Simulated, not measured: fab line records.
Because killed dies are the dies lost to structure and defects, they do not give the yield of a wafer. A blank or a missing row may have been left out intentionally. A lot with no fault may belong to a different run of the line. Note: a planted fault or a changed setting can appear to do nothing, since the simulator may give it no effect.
What tool caused it? | flow nandHarc | route of 1159 steps, sampled at 1 step: 12 lots, 36 wafers

== WHAT THE GAUGES SHOWED, per wafer ==
NHARC_A_CHANNEL_FILL_D1_INSPECT_13.
lot  | measured     | on               | rawDefectCount
L076 | day 11 02:29 | defectInspect-01 | 424 153 291
L077 | day 11 08:35 | defectInspect-01 | 457 359 318
L078 | day 11 14:53 | defectInspect-02 | 324 350 277
L081 | day 12 11:46 | defectInspect-02 | 300 371 181
L082 | day 12 20:01 | defectInspect-01 | 324 841 501
L086 | day 13 16:16 | defectInspect-01 | 235 247 281
L087 | day 13 21:33 | defectInspect-01 | 234 185 191
L089 | day 14 11:10 | defectInspect-02 | 295 203 284
L090 | day 14 16:52 | defectInspect-01 | 245 421 345
L092 | day 15 07:33 | defectInspect-02 | 417 310 394
L097 | day 16 04:05 | defectInspect-01 | 192 291 537
L096 | day 16 16:53 | defectInspect-02 | 608 412 207

== EACH LOT AND THE TOOL THAT RAN IT (in order: tool; ch and the chambers of the sampled wafers; start) ==
Before these readings, the record contains no process step.

== THE ANSWER, worked out from the rows above alone ==
Rule: what is usual is taken from the lots themselves. The widest of any qualifying gaps counts: lots, ordered by their means at a reading, are off when they make up no more than a third of the lots, leave a main group of 4 or more, and stand apart from it by 3 or more times the standard deviation of that group's means. The tables above print the reading to a certain number of digits; a main group whose means all agree to those digits is not used. Also off: a lot with no number at a reading for which 4 or more lots have one. All remaining lots with rows at the step are treated as sound.
Across all readings shown, no lot is off: no conclusion can be drawn from this.

== WHAT THE SIMULATOR PUT IN ==
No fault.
